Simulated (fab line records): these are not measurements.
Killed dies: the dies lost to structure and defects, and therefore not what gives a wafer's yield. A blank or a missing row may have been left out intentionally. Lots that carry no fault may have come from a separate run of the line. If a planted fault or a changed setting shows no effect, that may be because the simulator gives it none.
fab line records	flow n5Finfet
record: lots: 5	wafers: 15	lastDay: 16
route steps=1938 shown BEOL_M4@1099 BEOL_M5@1112 BEOL_M7@1302 PASSIVATION@1936
lots with no fault: from the same line, run without faults
startH: start of the lot's first displayed wafer, in hours after the record's first day	waitH: hours since the lot's step before	" the same as in the row above	L1.1+2: one row covering several wafers at once	- no value, or no start was given	* or withheld: withheld	< > ~ a bound
route shown NAME@n: a module of which the file shows steps, and the number in the route of the first	usual: average and standard deviation across the fault-free wafers	same: alike in all rows	chamber/n: place in a boat	sites: per-site readings	_std_site: the standard deviation of these	_edge_site: outer sites' mean less inner sites'	radiusMm: how far each site lies from the wafer's centre	mask NAME#n: copy n	behind: the most recent tool/chamber to have shaped the wafer	hold: reason for holding the lot/hours on hold/outcome of the hold	device: the transistor (n, p or np) that didn't switch	end of line: the route-end tests of the same wafers	for a step that has no rows: nothing shown but its recipe	killed: dies that structure and defects cost at the first sort, which is not the same as the wafer's yield	map: a wafer's dies, x killed, . not, _ none there
set.NAME: the setting as run; set.NAME@STEP: as run at that earlier step	model.NAME: the simulator's own value behind a step, which no gauge read
lots at some steps of the route; a table a step, a row a wafer
services: a tool's chamber out of use, with start hour (startH, from the record's first day; less than 0 if before it), hours out, and reason
== steps ==
step: N5_BEOL_M4_ANNEAL_95
recipe: tempC: 400	timeS: 240	ambient: vacuum
step: N5_BEOL_M4_SPUTTER_96
recipe: material: Cu	targetThkA: 45	tempC: -20	chamberPressurePa: 0.07	powerW: withheld	timeS: 8.29
step: N5_BEOL_M4_ECD_50
recipe: material: Cu	targetThkA: 3000
step: N5_BEOL_M4_ANNEAL_51
recipe: tempC: 225	timeS: 90	ambient: N2
step: N5_BEOL_M4_CMP_52
recipe: stopOn: SiOC	tOverpolishS: 6.8	downForcePsi: 1	platenRpm: 50	clearingPlatenDownForcePsi: 1.5	clearingPlatenRpm: 50	postCmpClean: cuAlkaline	targetThkNm: 40	clearingPlatenPadVelocityMS: 0.99484	padVelocityMS: 0.99484
step: N5_BEOL_M4_PRE_CLEAN_60
recipe: gas: NH3/H2	timeS: 15	tempC: *	rfPowerW: 300
step: N5_BEOL_M4_CO_CAP_55
recipe: material: Co	targetThkA: 20	tempC: 200	precursor: CCTBA/H2	pressureTorr: 30	timeS: 102.1
step: N5_BEOL_M4_PRE_CLEAN_56
recipe: gas: NH3	timeS: 15	tempC: withheld	rfPowerW: 300
step: N5_BEOL_M4_DEP_57
recipe: material: SiCN	targetThkA: 80	tempC: withheld	precursor: 3MS/NH3	pressureTorr: 3	rfW: 202	timeS: 14
step: N5_BEOL_M4_RC_MEAS_101
usual: DIBL_N: 35.9/1.6	DIBL_P: 35.6/2.1	IOFF_N: 0.149/0.029	IOFF_P: 0.20/0.033	ION_N: 671/11	ION_P: 460/7.3	SS_N: 71.4/0.62	SS_P: 73.2/0.65	VT_N: 251/3.1	VT_P: -251/3.4
lot.wafer	tool	chamber	startH	waitH	DIBL_N[mV/V]	DIBL_P[mV/V]	IOFF_N[nA/um]	IOFF_P[nA/um]	ION_N[uA/um]	ION_P[uA/um]	SS_N[mV/dec]	SS_P[mV/dec]	VT_N[mV]	VT_P[mV]
L275.1	prober-01	0	166.03	0.0	36.9	37.0	0.170	0.22	681	467	71.7	73.9	251	-248
L275.2	"	0	"	"	35.2	35.0	0.147	0.21	677	467	70.6	72.8	251	-248
L275.5	"	0	"	"	36.6	36.8	0.169	0.23	672	463	71.1	73.4	250	-249
L290.1	prober-02	0	257.60	0.0	37.4	35.4	0.141	0.19	680	462	71.4	73.3	253	-252
L290.3	"	0	"	"	37.6	36.2	0.156	0.20	676	455	71.9	73.9	249	-250
L290.4	"	0	"	"	36.7	35.3	0.145	0.19	672	460	70.9	73.0	251	-251
L293.1	prober-02	0	280.85	0.0	33.7	33.6	0.127	0.18	666	464	71.3	73.2	250	-250
L293.3	"	0	"	"	37.2	35.9	0.165	0.21	666	459	71.4	73.1	251	-250
L293.6	"	0	"	"	35.7	35.1	0.146	0.21	661	455	71.1	73.0	252	-250
L294.4	prober-01	0	283.83	0.5	35.0	33.9	0.123	0.19	661	459	72.3	73.0	254	-252
L294.5	"	0	"	"	34.4	33.4	0.119	0.18	657	459	71.1	72.4	254	-251
L294.6	"	0	"	"	35.0	34.5	0.129	0.21	673	470	71.4	72.9	252	-250
L295.1	prober-02	0	288.83	0.0	36.2	35.5	0.185	0.22	677	463	71.8	74.1	248	-250
L295.4	"	0	"	"	38.2	38.7	0.225	0.28	694	476	71.9	74.4	244	-247
L295.6	"	0	"	"	38.2	38.4	0.237	0.28	687	464	72.3	75.4	243	-249
step: N5_BEOL_M5_ILD_DEP_00
recipe: material: SiCOH_lowk	targetThkA: 1406.4	tempC: 300	precursor: DEMS/porogen	pressureTorr: 5	rfW: 500	timeS: 25.9
step: N5_BEOL_M5_CURE_79
recipe: tempC: 385	timeS: 240	ambient: He/Ar	material: SiCOH_lowk
step: N5_BEOL_M5_PECVD_70
recipe: material: SiO2	targetThkA: 160	tempC: 400	precursor: TEOS/O2	pressureTorr: 5.5	rfW: 450	teosFlowSccm: 53.8	gas: O2	flowSccm: 3000	timeS: 18
step: N5_BEOL_M5_HM_DEP_02
recipe: material: TiN	targetThkA: 200	tempC: 25	chamberPressurePa: 0.49996
step: N5_BEOL_M5_COAT_59
recipe: resist: SOC	tempC: 250	timeS: 60	spinRpm: 1500	resistThkNm: 60
step: N5_BEOL_M5_COAT_60
recipe: resist: SiARC	tempC: 220	timeS: 60	spinRpm: 1500	resistThkNm: 12
step: N5_BEOL_M5_COAT_71
recipe: resist: underlayer	tempC: 205	timeS: 60	spinRpm: 1500	resistThkNm: 5
step: N5_BEOL_M5_COAT_05
recipe: resist: CAR-EUV	spinRpm: 1500	resistThkNm: 30
step: N5_BEOL_M5_EBR_07
recipe: solvent: PGMEA	ebrWidthMm: 1.5
step: N5_BEOL_M5_SOFTBAKE_06
recipe: tempC: 110	timeS: 60	resist: CAR-EUV
step: N5_BEOL_M5_EXPOSE_08
recipe: maskId: M5	na: 0.33	sourceShape: annular	sigmaInner: 0.4	sigmaOuter: 0.8	polarization: unpolarized	targetCdNm: 28	doseMj: 35.75
step: N5_BEOL_M5_PEB_09
recipe: pebTempC: 100	pebTimeS: 60	resist: CAR-EUV
step: N5_BEOL_M5_DEVELOP_10
recipe: developTimeS: 30	developer: TMAH	resist: CAR-EUV	rinseLiquid: surfactantRinse	dry: airSpin	devTempC: 23
step: N5_BEOL_M5_DESCUM_16
recipe: chemistry: O2	timeS: 7	sourcePowerW: 50	biasPowerW: 20	pressureMtorr: 20	rfFrequencyHz: 2.712e+07	tempC: 40	resist: CAR-EUV	o2FlowSccm: 225
step: N5_BEOL_M5_ETCH_72
recipe: chemistry: N2/H2	target: underlayer	targetDepthA: 65	maskMaterial: CAR-EUV	timeS: 5.2	ionEnergyEv: 200	pressureMtorr: 30	sourceW: 840	biasW: 150	n2FlowSccm: 200	h2FlowSccm: 200	ends: cleared
step: N5_BEOL_M5_ETCH_61
recipe: chemistry: CF4	target: SiARC	targetDepthA: 156	maskMaterial: CAR-EUV	timeS: 26	ionEnergyEv: 80	pressureMtorr: 40	sourceW: 545	biasW: 36	Ar_flow_sccm: 100	cf4FlowSccm: 100	ends: cleared
step: N5_BEOL_M5_ETCH_62
recipe: chemistry: N2/H2	target: SOC	targetDepthA: 750	overetchA: 150	maskMaterial: SiARC	tempC: 40	timeS: 112.5	ionEnergyEv: 200	pressureMtorr: 30	sourceW: 840	biasW: 150	n2FlowSccm: 200	h2FlowSccm: 200
step: N5_BEOL_M5_STRIP_63
recipe: chemistry: N2/H2	tempC: 40	n2FlowSccm: 200	h2FlowSccm: 200	rfFrequencyHz: 6e+07
step: N5_BEOL_M5_STRIP_73
recipe: chemistry: N2/H2	tempC: 40	n2FlowSccm: 200	h2FlowSccm: 200	rfFrequencyHz: 6e+07
step: N5_BEOL_M5_STRIP_64
recipe: chemistry: CF4	resist: SiARC	powerW: 300	biasPowerW: 75	pressureMtorr: 50	cf4FlowSccm: 150	rfFrequencyHz: 6e+07
step: N5_BEOL_M5_HM_OPEN_17
recipe: chemistry: Cl2/BCl3	targetDepthA: 200	overetchA: 60	target: TiN	maskMaterial: SOC	ionEnergyEv: 150	pressureMtorr: 10	icpW: 1000	biasW: 126	Cl2_flow_sccm: 53.25	bcl3FlowSccm: 21.75	Ar_flow_sccm: 25
step: N5_BEOL_M5_STRIP_19
recipe: chemistry: O2	powerW: 400	tempC: 40	pressureMtorr: 30	rfFrequencyHz: 6e+07	biasPowerW: 0	overashFraction: 0.2	o2FlowSccm: 225
step: N5_BEOL_M5_COAT_65
recipe: resist: SOC	tempC: 250	timeS: 60	spinRpm: 1500	resistThkNm: 60
step: N5_BEOL_M5_COAT_66
recipe: resist: SiARC	tempC: 220	timeS: 60	spinRpm: 1500	resistThkNm: 12
step: N5_BEOL_M7_ETCH_66
recipe: chemistry: N2/H2	target: SOC	targetDepthA: 800	overetchA: 160	maskMaterial: SiARC	tempC: 40	timeS: 120	ionEnergyEv: 200	pressureMtorr: 30	sourceW: 840	biasW: 150	n2FlowSccm: 200	h2FlowSccm: 200
usual: biasW: 150.0/0.47	chamberPressureMTorr: 29.998/0.027	drypumpMotorCurrentA: 5.7/0.4	oesProductAu: 0.58/0.067	rfVppV: 523.6/2.3	showerheadPlenumPTorr: 2.53/0.079	throttleValvePct: 17.88/0.25
lot.wafer	tool	chamber	startH	waitH	biasW	chamberPressureMTorr	drypumpMotorCurrentA	oesProductAu	rfHoursCounterH	rfVppV	showerheadPlenumPTorr	throttleValvePct	model.CAR-EUV_of_BEOL_M7_COAT_22.thkNm	model.SiARC_of_BEOL_M7_COAT_64.thkNm	model.underlayer_of_BEOL_M7_COAT_71.thkNm
L275.1	rieDiel-03	3	187.29	0.0	150.3	29.991	5.3	0.57	181	526.5	2.63	17.83	0	6.4	0
L275.2	"	2	"	"	149.8	30.011	5.5	0.57	168	522.2	2.43	18.07	0	6.6	0
L275.5	"	1	"	"	149.9	29.988	5.7	0.57	-	523.0	2.52	17.97	0	6.6	0
L290.1	rieDiel-01	0	284.30	0.0	150.2	29.984	5.3	0.69	24	525.6	2.58	17.78	0	6.4	0
L290.3	"	3	"	"	150.3	29.967	5.8	0.54	211	521.7	2.42	17.86	0	6.8	0
L290.4	"	1	"	"	149.9	30.033	6.0	0.64	62	524.9	2.56	17.41	0	6.4	0
L293.1	rieDiel-01	1	305.70	0.0	-	-	-	-	-	-	-	-	11.2	12	5
L293.3	"	0	"	"	-	-	-	-	-	-	-	-	11	12	5
L293.6	"	2	"	"	-	-	-	-	-	-	-	-	11	12	5
L294.4	rieDiel-03	0	310.58	0.0	-	-	-	-	-	-	-	-	11.2	12	5
L294.5	"	3	"	"	-	-	-	-	-	-	-	-	11.2	12	5
L294.6	"	1	"	"	-	-	-	-	-	-	-	-	11.2	12	5
L295.1	rieDiel-04	3	315.00	0.0	-	-	-	-	-	-	-	-	11.2	12	5
L295.4	"	2	"	"	-	-	-	-	-	-	-	-	11.2	12	5
L295.6	"	0	"	"	-	-	-	-	-	-	-	-	11.2	12	5
step: N5_BEOL_M7_VIA_ETCH_34
recipe: chemistry: C4F6/O2	target: SiCOH_lowk	targetDepthA: 1255	maskMaterial: SOC	taperDeg: 4	timeS: 50.5	ionEnergyEv: 250	pressureMtorr: 30	sourceW: 345	biasW: 185	Ar_flow_sccm: 300	C4F6_flow_sccm: 10	O2_flow_sccm: 10
usual: C4F6_flow_sccm: 9.997/0.026	O2_flow_sccm: 10.000/0.027	drypumpMotorCurrentA: 5.7/0.4	oesProductAu: 0.76/0.097	rfVppV: 661/10	showerheadPlenumPTorr: 2.84/0.083	throttleValvePct: 20.98/0.25
lot.wafer	tool	chamber	startH	waitH	C4F6_flow_sccm	O2_flow_sccm	drypumpMotorCurrentA	oesProductAu	rfHoursCounterH	rfVppV	showerheadPlenumPTorr	throttleValvePct
L275.1	rieDiel-03	3	187.39	0.0	9.972	9.989	5.3	0.74	181	666	2.97	21.18
L275.2	"	2	"	"	10.014	10.023	5.5	0.74	168	645	2.75	21.25
L275.5	"	1	"	"	10.006	9.944	5.8	0.74	-	665	2.85	21.16
L290.1	rieDiel-01	0	284.40	0.0	10.030	9.990	5.3	0.92	24	644	2.88	20.84
L290.3	"	3	"	"	9.974	9.951	5.8	0.69	211	662	2.71	20.86
L290.4	"	1	"	"	10.047	10.031	6.0	0.83	62	674	2.89	20.58
L293.1	rieDiel-01	1	305.80	0.0	9.996	9.971	6.0	0.31	69	674	2.88	20.44
L293.3	"	0	"	"	9.996	10.024	5.3	0.33	32	645	2.87	20.71
L293.6	"	2	"	"	9.959	9.989	6.2	0.26	-	647	2.82	20.90
L294.4	rieDiel-03	0	310.66	0.0	9.980	9.984	5.6	0.26	-	667	2.94	21.07
L294.5	"	3	"	"	9.995	10.016	5.3	0.27	-	664	2.95	21.10
L294.6	"	1	"	"	9.986	10.029	5.8	0.27	-	665	2.84	21.04
L295.1	rieDiel-04	3	315.10	0.0	10.005	10.071	5.9	0.38	3	668	2.80	20.90
L295.4	"	2	"	"	9.992	10.052	5.7	0.26	227	660	2.91	20.46
L295.6	"	0	"	"	10.022	9.982	4.7	0.25	-	670	2.70	21.04
step: N5_PASSIVATION_PROBE_49
usual: defectLimitedYield: 90.9/1.5	killed_at_M0_to_M3: 36/9.9	killed_at_M4_up: 13/4.5	killedAtContacts: 13/6.4	killedAtFrontEnd: 42/12	killedAtOther: 3.4/3	killedDies: 107/18	killedOnRim: 14/4.3	killedOpen: 69/13	killedShort: 35/8.2	sort_bin_5_function: 5.3/1.1	sort_bin_6_memory: 3.4/0.69	sortNPass: 1073/18	sortYieldPct: 90.9/1.5
same: grossDies: 1180	killedAtBackSide: 0	sort_bin_4_leakage[%]: 0	sort_bin_8_speed[%]: 0
lot.wafer	tool	chamber	startH	waitH	defectLimitedYield[%]	killed_at_M0_to_M3	killed_at_M4_up	killedAtContacts	killedAtFrontEnd	killedAtOther	killedDies	killedOnRim	killedOpen	killedShort	sort_bin_5_function[%]	sort_bin_6_memory[%]	sortNPass	sortYieldPct[%]
L275.1	prober-01	-	258.60	0.0	88.4	60	17	5	54	1	137	18	78	58	8.1	3.5	1043	88.4
L275.2	prober-01	-	258.65	0.1	89.6	58	6	15	43	1	123	26	82	40	6.4	3.5	1057	89.6
L275.5	prober-01	-	258.80	0.2	91.4	46	6	13	34	2	101	15	61	40	5.3	3.1	1079	91.4
L293.1	prober-01	-	376.81	0.8	0	50	1055	8	64	3	1180	152	95	44	95.0	4.5	0	0
L293.3	prober-01	-	376.91	0.9	0	46	1072	4	58	0	1180	152	86	38	95.1	4.5	0	0
L293.6	prober-01	-	377.06	1.0	0	32	1069	15	62	2	1180	152	81	45	95.8	3.6	0	0
L295.1	prober-01	-	391.63	0.0	0	37	1064	14	60	5	1180	152	93	37	95.2	4.6	0	0
L295.4	prober-01	-	391.78	0.2	0	23	1127	5	24	1	1180	152	44	26	97.6	2.3	0	0
L295.6	prober-01	-	391.88	0.3	0	22	1117	9	30	2	1180	152	48	31	97.5	2.3	0	0
killed by level:class
L275.1 BEOL_M0_SAQP:geometricParticle:short=30 FIN_SAQP:geometricParticle:open=18 BEOL_M0_SAQP:geometricParticle:open=14 BEOL_M4:geometricParticle:open=13 FIN_SAQP:geometricParticle:short=10 STI_FIN_REVEAL:geometricParticle:open=7 BEOL_M1:geometricParticle:open=7 DUMMY_GATE:geometricParticle:open=5
L275.2 BEOL_M0_SAQP:geometricParticle:open=18 BEOL_M0_SAQP:geometricParticle:short=17 MOL_CONTACT_COAG:geometricParticle:open=14 BEOL_M2:geometricParticle:open=10 FIN_SAQP:geometricParticle:open=8 STI_FIN_REVEAL:geometricParticle:open=8 BEOL_M4:geometricParticle:open=5 FIN_SAQP:geometricParticle:short=4
L275.5 BEOL_M0_SAQP:geometricParticle:short=21 BEOL_M0_SAQP:geometricParticle:open=17 MOL_CONTACT_COAG:geometricParticle:open=12 DUMMY_GATE:geometricParticle:open=9 FIN_SAQP:geometricParticle:short=7 FIN_SAQP:geometricParticle:open=5 GATE_CUT:geometricParticle:short=4 BEOL_M1:geometricParticle:open=3
L293.1 BEOL_M7:areaEtch=1038 FIN_SAQP:geometricParticle:open=20 GATE_CUT:geometricParticle:short=15 STI_FIN_REVEAL:geometricParticle:open=13 BEOL_M2:geometricParticle:open=11 BEOL_M1:geometricParticle:open=8 BEOL_M4:geometricParticle:open=8 BEOL_M3:geometricParticle:open=8
L293.3 BEOL_M7:areaEtch=1056 STI_FIN_REVEAL:geometricParticle:open=18 BEOL_M3:geometricParticle:open=15 BEOL_M2:geometricParticle:open=11 FIN_SAQP:geometricParticle:open=8 GATE_CUT:geometricParticle:short=7 BEOL_M4:geometricParticle:open=7 FIN_SAQP:geometricParticle:short=6
L293.6 BEOL_M7:areaEtch=1051 FIN_SAQP:geometricParticle:open=17 MOL_CONTACT_COAG:geometricParticle:open=11 BEOL_M5:geometricParticle:open=9 FIN_SAQP:geometricParticle:short=8 DUMMY_GATE:geometricParticle:open=7 STI_FIN_REVEAL:geometricParticle:open=5 GATE_CUT:geometricParticle:short=5
L295.1 BEOL_M7:areaEtch=1046 FIN_SAQP:geometricParticle:open=27 FIN_SAQP:geometricParticle:short=19 BEOL_M3:geometricParticle:open=15 MOL_CONTACT_COAG:geometricParticle:open=12 BEOL_M4:geometricParticle:open=11 BEOL_M2:geometricParticle:open=7 BEOL_M0_SAQP:geometricParticle:open=4
L295.4 BEOL_M7:areaEtch=1109 BEOL_M4:geometricParticle:open=9 FIN_SAQP:geometricParticle:open=8 BEOL_M0_SAQP:geometricParticle:open=6 BEOL_M0_SAQP:geometricParticle:short=6 FIN_SAQP:geometricParticle:short=5 BEOL_M5:geometricParticle:open=4 DUMMY_GATE:geometricParticle:open=3
L295.6 BEOL_M7:areaEtch=1101 FIN_SAQP:geometricParticle:short=11 BEOL_M4:geometricParticle:open=8 FIN_SAQP:geometricParticle:open=7 MOL_CONTACT_COAG:geometricParticle:open=7 BEOL_M2:geometricParticle:open=6 DUMMY_GATE:geometricParticle:open=4 BEOL_M0_SAQP:geometricParticle:open=4
map L293.1 (x killed, . not)
_________________xxxxxxxxxxxx________________
______________xxxxxxxxxxxxxxxxxx_____________
___________xxxxxxxxxxxxxxxxxxxxxxxx__________
__________xxxxxxxxxxxxxxxxxxxxxxxxxx_________
________xxxxxxxxxxxxxxxxxxxxxxxxxxxxxx_______
_______xxxxxxxxxxxxxxxxxxxxxxxxxxxxxxxx______
______xxxxxxxxxxxxxxxxxxxxxxxxxxxxxxxxxx_____
_____xxxxxxxxxxxxxxxxxxxxxxxxxxxxxxxxxxxx____
____xxxxxxxxxxxxxxxxxxxxxxxxxxxxxxxxxxxxxx___
___xxxxxxxxxxxxxxxxxxxxxxxxxxxxxxxxxxxxxxxx__
___xxxxxxxxxxxxxxxxxxxxxxxxxxxxxxxxxxxxxxxx__
__xxxxxxxxxxxxxxxxxxxxxxxxxxxxxxxxxxxxxxxxxx_
__xxxxxxxxxxxxxxxxxxxxxxxxxxxxxxxxxxxxxxxxxx_
_xxxxxxxxxxxxxxxxxxxxxxxxxxxxxxxxxxxxxxxxxxxx
_xxxxxxxxxxxxxxxxxxxxxxxxxxxxxxxxxxxxxxxxxxxx
_xxxxxxxxxxxxxxxxxxxxxxxxxxxxxxxxxxxxxxxxxxxx
_xxxxxxxxxxxxxxxxxxxxxxxxxxxxxxxxxxxxxxxxxxxx
_xxxxxxxxxxxxxxxxxxxxxxxxxxxxxxxxxxxxxxxxxxxx
_xxxxxxxxxxxxxxxxxxxxxxxxxxxxxxxxxxxxxxxxxxxx
_xxxxxxxxxxxxxxxxxxxxxxxxxxxxxxxxxxxxxxxxxxxx
_xxxxxxxxxxxxxxxxxxxxxxxxxxxxxxxxxxxxxxxxxxxx
__xxxxxxxxxxxxxxxxxxxxxxxxxxxxxxxxxxxxxxxxxx_
__xxxxxxxxxxxxxxxxxxxxxxxxxxxxxxxxxxxxxxxxxx_
___xxxxxxxxxxxxxxxxxxxxxxxxxxxxxxxxxxxxxxxx__
___xxxxxxxxxxxxxxxxxxxxxxxxxxxxxxxxxxxxxxxx__
____xxxxxxxxxxxxxxxxxxxxxxxxxxxxxxxxxxxxxx___
_____xxxxxxxxxxxxxxxxxxxxxxxxxxxxxxxxxxxx____
______xxxxxxxxxxxxxxxxxxxxxxxxxxxxxxxxxx_____
_______xxxxxxxxxxxxxxxxxxxxxxxxxxxxxxxx______
________xxxxxxxxxxxxxxxxxxxxxxxxxxxxxx_______
__________xxxxxxxxxxxxxxxxxxxxxxxxxx_________
___________xxxxxxxxxxxxxxxxxxxxxxxx__________
______________xxxxxxxxxxxxxxxxxx_____________
_________________xxxxxxxxxxxx________________
map L295.1 (x killed, . not)
_________________xxxxxxxxxxxx________________
______________xxxxxxxxxxxxxxxxxx_____________
___________xxxxxxxxxxxxxxxxxxxxxxxx__________
__________xxxxxxxxxxxxxxxxxxxxxxxxxx_________
________xxxxxxxxxxxxxxxxxxxxxxxxxxxxxx_______
_______xxxxxxxxxxxxxxxxxxxxxxxxxxxxxxxx______
______xxxxxxxxxxxxxxxxxxxxxxxxxxxxxxxxxx_____
_____xxxxxxxxxxxxxxxxxxxxxxxxxxxxxxxxxxxx____
____xxxxxxxxxxxxxxxxxxxxxxxxxxxxxxxxxxxxxx___
___xxxxxxxxxxxxxxxxxxxxxxxxxxxxxxxxxxxxxxxx__
___xxxxxxxxxxxxxxxxxxxxxxxxxxxxxxxxxxxxxxxx__
__xxxxxxxxxxxxxxxxxxxxxxxxxxxxxxxxxxxxxxxxxx_
__xxxxxxxxxxxxxxxxxxxxxxxxxxxxxxxxxxxxxxxxxx_
_xxxxxxxxxxxxxxxxxxxxxxxxxxxxxxxxxxxxxxxxxxxx
_xxxxxxxxxxxxxxxxxxxxxxxxxxxxxxxxxxxxxxxxxxxx
_xxxxxxxxxxxxxxxxxxxxxxxxxxxxxxxxxxxxxxxxxxxx
_xxxxxxxxxxxxxxxxxxxxxxxxxxxxxxxxxxxxxxxxxxxx
_xxxxxxxxxxxxxxxxxxxxxxxxxxxxxxxxxxxxxxxxxxxx
_xxxxxxxxxxxxxxxxxxxxxxxxxxxxxxxxxxxxxxxxxxxx
_xxxxxxxxxxxxxxxxxxxxxxxxxxxxxxxxxxxxxxxxxxxx
_xxxxxxxxxxxxxxxxxxxxxxxxxxxxxxxxxxxxxxxxxxxx
__xxxxxxxxxxxxxxxxxxxxxxxxxxxxxxxxxxxxxxxxxx_
__xxxxxxxxxxxxxxxxxxxxxxxxxxxxxxxxxxxxxxxxxx_
___xxxxxxxxxxxxxxxxxxxxxxxxxxxxxxxxxxxxxxxx__
___xxxxxxxxxxxxxxxxxxxxxxxxxxxxxxxxxxxxxxxx__
____xxxxxxxxxxxxxxxxxxxxxxxxxxxxxxxxxxxxxx___
_____xxxxxxxxxxxxxxxxxxxxxxxxxxxxxxxxxxxx____
______xxxxxxxxxxxxxxxxxxxxxxxxxxxxxxxxxx_____
_______xxxxxxxxxxxxxxxxxxxxxxxxxxxxxxxx______
________xxxxxxxxxxxxxxxxxxxxxxxxxxxxxx_______
__________xxxxxxxxxxxxxxxxxxxxxxxxxx_________
___________xxxxxxxxxxxxxxxxxxxxxxxx__________
______________xxxxxxxxxxxxxxxxxx_____________
_________________xxxxxxxxxxxx________________
== services ==
tool	chamber	startH	hours	kind
rieDiel-01	0	188.11	-	clean
rieDiel-01	0	188.11	-	consumableReplace:focusRing
rieDiel-01	0	188.11	20.4	scheduledDown
rieDiel-01	0	188.11	20.4	ventCycle
rieDiel-01	1	203.57	15.6	repair
rieDiel-04	0	241.77	2.9	repair
rieDiel-03	3	243.02	4.6	repair
rieDiel-04	3	266.66	7.7	repair
rieDiel-04	3	288.44	-	clean
rieDiel-04	3	288.44	-	consumableReplace:focusRing
rieDiel-04	3	288.44	14.5	scheduledDown
rieDiel-04	3	288.44	14.5	ventCycle
rieDiel-03	2	305.25	9.0	repair
rieDiel-01	3	312.30	7.9	repair
rieDiel-01	0	314.42	5.3	repair
== key ==
firstSign: step: N5_BEOL_M7_ETCH_66	reading: toolRecord	direction: missing
effect: step: N5_BEOL_M7_VIA_ETCH_34	reading: oesProductAu	direction: down	sigmas: 4.9	usual: 0.76	struck: 0.29
effect: step: N5_PASSIVATION_PROBE_49	reading: killed_at_M4_up	direction: up	sigmas: 99+	usual: 13	struck: 1084
modelEffect: step: N5_BEOL_M7_ETCH_66	value: CAR-EUV_of_BEOL_M7_COAT_22.thkNm	without: 0	struck: 11.16
moreKillsBornAt: N5_BEOL_M7_ETCH_66@rieDiel-04: 3256	N5_BEOL_M7_ETCH_66@rieDiel-01: 3145
metAt N5_BEOL_M7_ETCH_66
struckWafers L293.1,L293.3,L293.6,L294.4,L294.5,L294.6,L295.1,L295.4,L295.6
rowsEnd L294.4,L294.5,L294.6
laterRowsLeftOut L293.1,L293.3,L293.6,L295.1,L295.4,L295.6
onsetBetween 284.30 305.70
fault: kind: skippedStepWhole	tool: rieDiel-01,rieDiel-03,rieDiel-04	chamber: -	onsetH: 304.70	steps: N5_BEOL_M7_ETCH_66	scope: struckLotsOnly
laterRowsLeftOut: the simulator's readings of these wafers behind a module that went badly wrong aren't trusted and aren't shown, but for the sort
rowsEnd: these wafers met a further fault down the route, and their rows from its step on are left out
